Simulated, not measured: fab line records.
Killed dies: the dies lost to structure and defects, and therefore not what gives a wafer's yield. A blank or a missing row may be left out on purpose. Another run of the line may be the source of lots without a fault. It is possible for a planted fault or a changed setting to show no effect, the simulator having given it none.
Split-lot experiment	flow n5-finfet	on a route of 1938 steps: 7 lots, 39 wafers read

THE SPLIT
At N5_WELL_APT_EPI_41 (deposits Si from SiH4/H2, target thk 50 nm, time 297.7 s), the setting time-s was moved away from the recipe's 297.7 s on 15 of the 39 wafers read, by -3.2% to +7.7%. This setting was run at the recipe's value on the other wafers.

The reading comes from the split's own step.

THE READING
Si_of_WELL_APT_EPI_41.thk-nm (the simulator's own value, which no gauge read), in nm, at N5_WELL_APT_EPI_41 (deposits Si from SiH4/H2, target thk 50 nm, time 297.7 s). There is no usual value for it anywhere in the file. Here, 24 wafers ran the recipe; their average is 49.86 nm with a standard deviation of 0.54 nm.

wafer	tool, chamber at the split	time-s as run, s	against the recipe	Si_of_WELL_APT_EPI_41.thk-nm, nm	against lot-mates on the recipe
L077.1	epi-rpcvd-04, 0	305.9	+2.8%	50.57	+1.40
L077.2	epi-rpcvd-04, 0	305.9	+2.8%	51.11	+1.94
L077.3	epi-rpcvd-04, 0	297.7	recipe	49.5	-
L077.4	epi-rpcvd-04, 0	297.7	recipe	48.77	-
L077.5	epi-rpcvd-04, 0	297.7	recipe	49.25	-
L077.6	epi-rpcvd-04, 0	305.9	+2.8%	50.42	+1.25
L078.1	epi-rpcvd-01, 0	297.7	recipe	49.93	-
L078.2	epi-rpcvd-01, 0	297.7	recipe	49.71	-
L078.3	epi-rpcvd-01, 0	304.4	+2.3%	51.22	+1.23
L078.4	epi-rpcvd-01, 0	304.4	+2.3%	50.97	+0.98
L078.5	epi-rpcvd-01, 0	297.7	recipe	50.32	-
L078.6	epi-rpcvd-01, 0	304.4	+2.3%	51.94	+1.95
L079.1	epi-rpcvd-04, 0	297.7	recipe	49.59	-
L079.3	epi-rpcvd-04, 0	297.7	recipe	49.39	-
L079.4	epi-rpcvd-04, 0	297.7	recipe	49.57	-
L081.1	epi-rpcvd-04, 0	319.4	+7.3%	52.28	+3.18
L081.2	epi-rpcvd-04, 0	319.4	+7.3%	53.33	+4.23
L081.3	epi-rpcvd-04, 0	297.7	recipe	49.23	-
L081.4	epi-rpcvd-04, 0	319.4	+7.3%	52.08	+2.98
L081.5	epi-rpcvd-04, 0	297.7	recipe	48.82	-
L081.6	epi-rpcvd-04, 0	297.7	recipe	49.24	-
L092.1	epi-rpcvd-02, 0	297.7	recipe	50.2	-
L092.2	epi-rpcvd-02, 0	297.7	recipe	50.39	-
L092.3	epi-rpcvd-02, 0	297.7	recipe	50.29	-
L092.4	epi-rpcvd-02, 0	297.7	recipe	50.53	-
L092.5	epi-rpcvd-02, 0	297.7	recipe	50.43	-
L092.6	epi-rpcvd-02, 0	297.7	recipe	50.41	-
L095.1	epi-rpcvd-02, 0	288.2	-3.2%	48.44	-1.47
L095.2	epi-rpcvd-02, 0	288.2	-3.2%	47.91	-2.00
L095.3	epi-rpcvd-02, 0	288.2	-3.2%	48.5	-1.41
L095.4	epi-rpcvd-02, 0	297.7	recipe	50.01	-
L095.5	epi-rpcvd-02, 0	297.7	recipe	49.98	-
L095.6	epi-rpcvd-02, 0	297.7	recipe	49.74	-
L096.1	epi-rpcvd-02, 0	320.6	+7.7%	53.88	+3.40
L096.2	epi-rpcvd-02, 0	320.6	+7.7%	53.99	+3.51
L096.3	epi-rpcvd-02, 0	320.6	+7.7%	53.6	+3.12
L096.4	epi-rpcvd-02, 0	297.7	recipe	50.62	-
L096.5	epi-rpcvd-02, 0	297.7	recipe	50.55	-
L096.6	epi-rpcvd-02, 0	297.7	recipe	50.27	-

FIT RESULTS
A straight line over all 39 wafers: Si_of_WELL_APT_EPI_41.thk-nm changes by +0.452 nm for each +1% of time-s; r = +0.92; the points scatter about the line by 0.57 nm.
The same after taking each lot's own level away (the mean of its wafers on the recipe; 39 wafers): +0.468 nm for each +1%; r = +0.98; scatter 0.31 nm.
According to that fit, moving time-s by its largest amount changes the reading by 3.6 nm.
Across the lots, their own levels run from 49.097 to 50.480 nm, a range of 2.5 times the standard deviation given above.
Hence the lot-to-lot level has little effect on the slope; both slopes agree.
Check: with one of the wafers moved furthest among these (+7.7%) left out of the fit, the line predicts +3.65 nm for it against its lot-mates. It came out at +3.4 nm against them.

THE FILE'S OWN FIT
Si_of_WELL_APT_EPI_41.thk-nm changes by +0.47 nm for each +1% of time-s, r = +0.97.
